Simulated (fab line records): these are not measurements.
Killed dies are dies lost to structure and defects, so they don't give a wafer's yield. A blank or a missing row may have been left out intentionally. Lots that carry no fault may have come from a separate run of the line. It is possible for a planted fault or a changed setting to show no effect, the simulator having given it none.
What tool caused it? || flow nand harc || 13 lots with 39 wafers sampled at 5 steps, on a route of 1302 steps

== WHAT EACH GAUGE READ, for each wafer ==
NHARC_A_BONDPAD_OVL_MEAS_35.
{"lot": "L864", "measured": "day 24 06:29", "on": "overlay-02", "overlay x nm (nm)": "2 2 2", "overlay y nm (nm)": "9 9 9"}
{"lot": "L865", "measured": "day 24 04:59", "on": "overlay-02", "overlay x nm (nm)": "-3 -3 -3", "overlay y nm (nm)": "18 18 19"}
{"lot": "L867", "measured": "day 24 16:11", "on": "overlay-02", "overlay x nm (nm)": "-10 -10 -9", "overlay y nm (nm)": "-3 -2 -2"}
{"lot": "L868", "measured": "day 24 21:08", "on": "overlay-02", "overlay x nm (nm)": "-8 -8 -8", "overlay y nm (nm)": "0 0 0"}
{"lot": "L869", "measured": "day 24 22:22", "on": "overlay-01", "overlay x nm (nm)": "-3 -3 -4", "overlay y nm (nm)": "6 5 5"}
{"lot": "L875", "measured": "day 28 02:51", "on": "overlay-02", "overlay x nm (nm)": "-4 -3 -4", "overlay y nm (nm)": "4 4 5"}
{"lot": "L878", "measured": "day 29 16:30", "on": "overlay-02", "overlay x nm (nm)": "5 5 6", "overlay y nm (nm)": "-3 -3 -3"}
{"lot": "L881", "measured": "day 30 14:20", "on": "overlay-01", "overlay x nm (nm)": "-8 -8 -8", "overlay y nm (nm)": "8 8 8"}
{"lot": "L882", "measured": "day 31 03:10", "on": "overlay-02", "overlay x nm (nm)": "-9 -9 -9", "overlay y nm (nm)": "2 2 2"}
{"lot": "L883", "measured": "day 31 04:23", "on": "overlay-02", "overlay x nm (nm)": "0 1 1", "overlay y nm (nm)": "10 11 10"}
{"lot": "L884", "measured": "day 31 18:08", "on": "overlay-01", "overlay x nm (nm)": "6 6 5", "overlay y nm (nm)": "-1 0 -1"}
{"lot": "L885", "measured": "day 32 13:30", "on": "overlay-02", "overlay x nm (nm)": "-10 -9 -10", "overlay y nm (nm)": "8 8 9"}
{"lot": "L886", "measured": "day 32 14:35", "on": "overlay-02", "overlay x nm (nm)": "7 6 7", "overlay y nm (nm)": "-3 -3 -2"}

NHARC_END_SORT_01.
{"lot": "L867", "measured": "day 26 03:02", "on": "prober-02", "killed at array": "131 126 129", "killed at other": "0 2 3", "killed at periphery": "2 5 6", "killed dies": "133 133 138", "killed open": "1 2 5", "killed short": "2 5 5"}
{"lot": "L868", "measured": "day 26 03:20", "on": "prober-01", "killed at array": "177 170 175", "killed at other": "0 0 0", "killed at periphery": "2 1 4", "killed dies": "179 171 179", "killed open": "2 1 4", "killed short": "3 3 3"}
{"lot": "L869", "measured": "day 26 09:16", "on": "prober-02", "killed at array": "105 117 105", "killed at other": "0 1 3", "killed at periphery": "9 10 6", "killed dies": "114 128 114", "killed open": "4 4 3", "killed short": "4 1 1"}

== WHICH TOOL RAN EACH LOT (tool, then ch and the chambers of the sampled wafers, then the start) ==
{"lot": "L864", "NHARC_A_CHANNEL_FILL_D2_ALD_03": "ald sin batch-03 ch 0, day 14 14:59", "NHARC_A_M1_PRE_CLEAN_32": "pecvd-04 ch 0,2, day 24 04:34", "NHARC_A_BONDPAD_STRIP_15": "rie diel-05 ch 1,3, day 24 07:02"}
{"lot": "L865", "NHARC_A_CHANNEL_FILL_D2_ALD_03": "ald sin batch-02 ch 0, day 14 19:53", "NHARC_A_M1_PRE_CLEAN_32": "pecvd-04 ch 0,1,2, day 24 03:10", "NHARC_A_BONDPAD_STRIP_15": "rie diel-05 ch 0,2,3, day 24 05:31"}
{"lot": "L867", "NHARC_A_CHANNEL_FILL_D2_ALD_03": "ald sin batch-03 ch 0, day 15 12:16", "NHARC_A_M1_PRE_CLEAN_32": "pecvd-04 ch 0,1,2, day 24 14:14", "NHARC_A_BONDPAD_STRIP_15": "rie diel-05 ch 0,2, day 24 16:41"}
{"lot": "L868", "NHARC_A_CHANNEL_FILL_D2_ALD_03": "ald sin batch-03 ch 0, day 15 12:16", "NHARC_A_M1_PRE_CLEAN_32": "pecvd-03 ch 0,2, day 24 19:12", "NHARC_A_BONDPAD_STRIP_15": "rie diel-07 ch 1,3, day 24 21:40"}
{"lot": "L869", "NHARC_A_CHANNEL_FILL_D2_ALD_03": "ald sin batch-03 ch 0, day 15 16:23", "NHARC_A_M1_PRE_CLEAN_32": "pecvd-03 ch 0,1,2, day 24 20:25", "NHARC_A_BONDPAD_STRIP_15": "rie diel-05 ch 0,1,3, day 24 22:53"}
{"lot": "L875", "NHARC_A_CHANNEL_FILL_D2_ALD_03": "ald sin batch-01 ch 0, day 18 16:17", "NHARC_A_M1_PRE_CLEAN_32": "pecvd-02 ch 0,1,2, day 28 00:46", "NHARC_A_BONDPAD_STRIP_15": "rie diel-10 ch 0,2,3, day 28 03:23"}
{"lot": "L878", "NHARC_A_CHANNEL_FILL_D2_ALD_03": "ald sin batch-01 ch 0, day 19 18:29", "NHARC_A_M1_PRE_CLEAN_32": "pecvd-04 ch 1,2, day 29 14:41", "NHARC_A_BONDPAD_STRIP_15": "rie diel-05 ch 1,3, day 29 17:01"}
{"lot": "L881", "NHARC_A_CHANNEL_FILL_D2_ALD_03": "ald sin batch-01 ch 0, day 21 07:11", "NHARC_A_M1_PRE_CLEAN_32": "pecvd-04 ch 1,2, day 30 12:23", "NHARC_A_BONDPAD_STRIP_15": "rie diel-05 ch 1,2, day 30 14:50"}
{"lot": "L882", "NHARC_A_CHANNEL_FILL_D2_ALD_03": "ald sin batch-03 ch 0, day 21 11:53", "NHARC_A_M1_PRE_CLEAN_32": "pecvd-02 ch 0,1,2, day 31 01:16", "NHARC_A_BONDPAD_STRIP_15": "rie diel-10 ch 1,2,3, day 31 03:44"}
{"lot": "L883", "NHARC_A_CHANNEL_FILL_D2_ALD_03": "ald sin batch-03 ch 0, day 21 11:53", "NHARC_A_M1_PRE_CLEAN_32": "pecvd-03 ch 0,1,2, day 31 02:26", "NHARC_A_BONDPAD_STRIP_15": "rie diel-10 ch 1,2,3, day 31 04:55"}
{"lot": "L884", "NHARC_A_CHANNEL_FILL_D2_ALD_03": "ald sin batch-03 ch 0, day 22 07:01", "NHARC_A_M1_PRE_CLEAN_32": "pecvd-02 ch 0,1,2, day 31 16:13", "NHARC_A_BONDPAD_STRIP_15": "rie diel-05 ch 2,3, day 31 18:41"}
{"lot": "L885", "NHARC_A_CHANNEL_FILL_D2_ALD_03": "ald sin batch-02 ch 0, day 22 22:53", "NHARC_A_M1_PRE_CLEAN_32": "pecvd-02 ch 0,1,2, day 32 11:28", "NHARC_A_BONDPAD_STRIP_15": "rie diel-07 ch 0,1, day 32 14:01"}
{"lot": "L886", "NHARC_A_CHANNEL_FILL_D2_ALD_03": "ald sin batch-02 ch 0, day 22 22:53", "NHARC_A_M1_PRE_CLEAN_32": "pecvd-04 ch 1,2, day 32 12:39", "NHARC_A_BONDPAD_STRIP_15": "rie diel-10 ch 1,3, day 32 15:05"}
- NHARC_A_CHANNEL_FILL_D2_ALD_03: deposits SiNx, target thk 6 nm, pulse time 60 s, ald cycles 58.
- NHARC_A_M1_PRE_CLEAN_32: time 12 s.
- NHARC_A_BONDPAD_STRIP_15: strips in O2.

== AS READ BY THE TOOLS THEMSELVES (means over the sampled wafers that have a number; for cases with no such wafer, the mark the record gives instead) ==
NHARC_A_CHANNEL_FILL_D2_ALD_03.
{"lot": "L864", "tool": "ald sin batch-03", "precursor pulse height rel": 1.006}
{"lot": "L865", "tool": "ald sin batch-02", "precursor pulse height rel": 1.009}
{"lot": "L867", "tool": "ald sin batch-03", "precursor pulse height rel": 0.993}
{"lot": "L868", "tool": "ald sin batch-03", "precursor pulse height rel": 1.001}
{"lot": "L869", "tool": "ald sin batch-03", "precursor pulse height rel": 0.998}
{"lot": "L875", "tool": "ald sin batch-01", "precursor pulse height rel": 0.980}
{"lot": "L878", "tool": "ald sin batch-01", "precursor pulse height rel": 0.995}
{"lot": "L881", "tool": "ald sin batch-01", "precursor pulse height rel": 1.014}
{"lot": "L882", "tool": "ald sin batch-03", "precursor pulse height rel": 1.004}
{"lot": "L883", "tool": "ald sin batch-03", "precursor pulse height rel": 0.994}
{"lot": "L884", "tool": "ald sin batch-03", "precursor pulse height rel": 1.000}
{"lot": "L885", "tool": "ald sin batch-02", "precursor pulse height rel": 1.019}
{"lot": "L886", "tool": "ald sin batch-02", "precursor pulse height rel": 0.987}

NHARC_A_M1_PRE_CLEAN_32.
{"lot": "L864", "tool": "pecvd-04", "heater power w (W)": 645}
{"lot": "L865", "tool": "pecvd-04", "heater power w (W)": 631}
{"lot": "L867", "tool": "pecvd-04", "heater power w (W)": 609}
{"lot": "L868", "tool": "pecvd-03", "heater power w (W)": 623}
{"lot": "L869", "tool": "pecvd-03", "heater power w (W)": 636}
{"lot": "L875", "tool": "pecvd-02", "heater power w (W)": 622}
{"lot": "L878", "tool": "pecvd-04", "heater power w (W)": 602}
{"lot": "L881", "tool": "pecvd-04", "heater power w (W)": 606}
{"lot": "L882", "tool": "pecvd-02", "heater power w (W)": 619}
{"lot": "L883", "tool": "pecvd-03", "heater power w (W)": 642}
{"lot": "L884", "tool": "pecvd-02", "heater power w (W)": 603}
{"lot": "L885", "tool": "pecvd-02", "heater power w (W)": 595}
{"lot": "L886", "tool": "pecvd-04", "heater power w (W)": 631}

NHARC_A_BONDPAD_STRIP_15.
{"lot": "L864", "tool": "rie diel-05", "drypump motor current A (A)": 6.1, "oes product au (a.u.)": 1.000, "rf vpp V (V)": 58.0, "showerhead plenum p Torr (Torr)": 3.37, "throttle valve pct (%)": 17.034}
{"lot": "L865", "tool": "rie diel-05", "drypump motor current A (A)": 5.9, "oes product au (a.u.)": 1.005, "rf vpp V (V)": 58.1, "showerhead plenum p Torr (Torr)": 3.49, "throttle valve pct (%)": 17.034}
{"lot": "L867", "tool": "rie diel-05", "drypump motor current A (A)": 5.7, "oes product au (a.u.)": 1.008, "rf vpp V (V)": 58.2, "showerhead plenum p Torr (Torr)": 3.64, "throttle valve pct (%)": 17.037}
{"lot": "L868", "tool": "rie diel-07", "drypump motor current A (A)": 6.0, "oes product au (a.u.)": 1.005, "rf vpp V (V)": 57.1, "showerhead plenum p Torr (Torr)": 3.52, "throttle valve pct (%)": 17.033}
{"lot": "L869", "tool": "rie diel-05", "drypump motor current A (A)": 5.9, "oes product au (a.u.)": 1.001, "rf vpp V (V)": 57.5, "showerhead plenum p Torr (Torr)": 3.52, "throttle valve pct (%)": 17.038}
{"lot": "L875", "tool": "rie diel-10", "drypump motor current A (A)": 5.8, "oes product au (a.u.)": 0.988, "rf vpp V (V)": 56.8, "showerhead plenum p Torr (Torr)": 3.32, "throttle valve pct (%)": 17.038}
{"lot": "L878", "tool": "rie diel-05", "drypump motor current A (A)": 6.1, "oes product au (a.u.)": 1.000, "rf vpp V (V)": 58.1, "showerhead plenum p Torr (Torr)": 3.36, "throttle valve pct (%)": 17.026}
{"lot": "L881", "tool": "rie diel-05", "drypump motor current A (A)": 6.6, "oes product au (a.u.)": 0.994, "rf vpp V (V)": 58.1, "showerhead plenum p Torr (Torr)": 3.45, "throttle valve pct (%)": 17.034}
{"lot": "L882", "tool": "rie diel-10", "drypump motor current A (A)": 5.8, "oes product au (a.u.)": 0.991, "rf vpp V (V)": 57.6, "showerhead plenum p Torr (Torr)": 3.41, "throttle valve pct (%)": 17.033}
{"lot": "L883", "tool": "rie diel-10", "drypump motor current A (A)": 5.8, "oes product au (a.u.)": 0.991, "rf vpp V (V)": 58.5, "showerhead plenum p Torr (Torr)": 3.41, "throttle valve pct (%)": 17.045}
{"lot": "L884", "tool": "rie diel-05", "drypump motor current A (A)": 6.4, "oes product au (a.u.)": 0.999, "rf vpp V (V)": 56.5, "showerhead plenum p Torr (Torr)": 3.38, "throttle valve pct (%)": 17.032}
{"lot": "L885", "tool": "rie diel-07", "drypump motor current A (A)": 5.4, "oes product au (a.u.)": 1.002, "rf vpp V (V)": 57.7, "showerhead plenum p Torr (Torr)": 3.44, "throttle valve pct (%)": 17.039}
{"lot": "L886", "tool": "rie diel-10", "drypump motor current A (A)": 5.7, "oes product au (a.u.)": 1.000, "rf vpp V (V)": 56.5, "showerhead plenum p Torr (Torr)": 3.44, "throttle valve pct (%)": 17.037}

== THE ANSWER, worked out from the rows above alone ==
Rule: usual is defined by the lots themselves. The widest of any qualifying gaps counts: lots, ordered by their means at a reading, are off when they make up no more than a third of the lots, leave a main group of 4 or more, and stand apart from it by 3 or more times the standard deviation of that group's means. A main group is skipped when, at the precision printed for the reading in the tables above, its means are all equal. A lot without any number at a reading at which 4 lots or more have one is off too. The other lots that the step has rows for count as sound. Order of review: gauges by route order, followed by the tools' own readings, for which a lot's mean as printed above is used. The first step at which some lot is off is used, and at that step the reading that is off furthest; a lot without a number counts as furthest.
No lot is off at any reading shown: from this, nothing can be told.

== WHAT THE SIMULATOR HAD PUT IN ==
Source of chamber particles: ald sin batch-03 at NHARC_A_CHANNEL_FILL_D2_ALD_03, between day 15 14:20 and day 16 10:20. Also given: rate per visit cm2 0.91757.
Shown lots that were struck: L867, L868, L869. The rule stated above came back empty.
